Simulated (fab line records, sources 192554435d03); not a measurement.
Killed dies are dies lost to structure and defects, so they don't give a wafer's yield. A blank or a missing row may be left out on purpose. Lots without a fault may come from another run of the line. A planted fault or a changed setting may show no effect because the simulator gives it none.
Tool commonality check | flow n5_finfet | 10 lots, 28 wafers sampled

WHY IT WAS OPENED
At N5_SD_EPI_P_INSPECT_26 the reading raw_defect_count is flagged on 2 of 10 lots. Wafers without a fault read 179, standard deviation 39.
Rule: a lot is flagged when every wafer of it that has a number lies more than 4 standard deviations from that mean, or none has a number. The other lots count as sound.

lot  | measured    | on                | raw_defect_count, wafer by wafer | flag
L609 | day 3 12:15 | defect_inspect-02 | 196 224 213                      |
L610 | day 3 16:26 | defect_inspect-01 | 138 187 138                      |
L611 | day 3 21:02 | defect_inspect-02 | 240 177                          |
L613 | day 4 10:26 | defect_inspect-02 | 246 214 277                      |
L614 | day 4 16:03 | defect_inspect-01 | 89 141                           |
L615 | day 4 19:53 | defect_inspect-01 | 150 125 177                      |
L618 | day 5 21:10 | defect_inspect-01 | 162 166 129                      |
L626 | day 7 17:25 | defect_inspect-02 | 726 819 811                      | FLAGGED
L628 | day 8 04:28 | defect_inspect-02 | 849 771 811                      | FLAGGED
L630 | day 8 18:40 | defect_inspect-02 | 158 172 253                      |
The numbers of the flagged lots are 798 on average: +619 against the usual, or +16 standard deviations.

WHICH TOOL RAN EACH LOT
The record holds 2 process steps before the reading, out of a route of 1938 steps. In each cell: the tool, then ch and the chambers that the sampled wafers went through, then the start.
lot  | flag    | N5_SD_EPI_P_ETCH_16               | N5_SD_EPI_P_PRECLEAN_51
L609 |         | rie_diel-02 ch 0,1, day 3 09:07   | epi_rpcvd-02 ch 0, day 3 09:31
L610 |         | rie_diel-04 ch 0,3, day 3 13:12   | epi_rpcvd-04 ch 0, day 3 13:36
L611 |         | rie_diel-01 ch 0,1, day 3 17:54   | epi_rpcvd-04 ch 0, day 3 18:22
L613 |         | rie_diel-02 ch 0,1,2, day 4 07:11 | epi_rpcvd-04 ch 0, day 4 07:41
L614 |         | rie_diel-02 ch 0,3, day 4 12:53   | epi_rpcvd-02 ch 0, day 4 13:19
L615 |         | rie_diel-02 ch 1,3, day 4 16:47   | epi_rpcvd-03 ch 0, day 4 17:11
L618 |         | rie_diel-01 ch 0,2,3, day 5 18:03 | epi_rpcvd-03 ch 0, day 5 18:25
L626 | FLAGGED | rie_diel-04 ch 1,2, day 7 14:19   | epi_rpcvd-04 ch 0, day 7 14:43
L628 | FLAGGED | rie_diel-01 ch 0,1, day 8 01:14   | epi_rpcvd-04 ch 0, day 8 01:39
L630 |         | rie_diel-04 ch 1,2, day 8 15:33   | epi_rpcvd-03 ch 0, day 8 15:57
What these steps do:
- N5_SD_EPI_P_ETCH_16: etches SiO2 in CHF3/O2, target depth 5 nm.
- N5_SD_EPI_P_PRECLEAN_51: cleans in NF3:NH3, afs cycles 1, time 20 s, sublimation time 60 s.
- N5_SD_EPI_P_INSPECT_26: inspects for defects (darkfield).

FLAGGED OVER TOTAL, TOOL BY TOOL (the gauges that took the reading come last)
step                    | tool              | lots run | flagged | share of the flagged lots | sound lots run after its first flagged lot
N5_SD_EPI_P_ETCH_16     | rie_diel-01       | 3        | 1       | some                      | 0
N5_SD_EPI_P_ETCH_16     | rie_diel-02       | 4        | 0       | none                      | -
N5_SD_EPI_P_ETCH_16     | rie_diel-04       | 3        | 1       | some                      | 1 (L630)
N5_SD_EPI_P_PRECLEAN_51 | epi_rpcvd-02      | 2        | 0       | none                      | -
N5_SD_EPI_P_PRECLEAN_51 | epi_rpcvd-03      | 3        | 0       | none                      | -
N5_SD_EPI_P_PRECLEAN_51 | epi_rpcvd-04      | 5        | 2       | all                       | 0
N5_SD_EPI_P_INSPECT_26  | defect_inspect-01 | 4        | 0       | none                      | -
N5_SD_EPI_P_INSPECT_26  | defect_inspect-02 | 6        | 2       | all                       | 1 (L630)

WHAT THE TABLE ALLOWS
2 rows of the table ran every flagged lot: epi_rpcvd-04 at N5_SD_EPI_P_PRECLEAN_51, defect_inspect-02 at N5_SD_EPI_P_INSPECT_26.
- epi_rpcvd-04 at N5_SD_EPI_P_PRECLEAN_51: 2 of its 5 lots flagged. Its last sound lot is L613 (day 4 07:41), its first flagged lot L626 (day 7 14:43): a fault that began between those two fits.
- defect_inspect-02 at N5_SD_EPI_P_INSPECT_26: 2 of its 6 lots flagged. Sound lots ran on it after the first flagged one (L630), which a lasting fault on the whole tool wouldn't allow.
One tool is left: epi_rpcvd-04 at N5_SD_EPI_P_PRECLEAN_51.

WHAT THE SIMULATOR HAD PUT IN
Chamber particle source: epi_rpcvd-04, from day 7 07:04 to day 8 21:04, at N5_SD_EPI_P_PRECLEAN_51. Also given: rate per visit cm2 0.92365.
Lots struck among those shown: L626, L628. The rule above found the same.
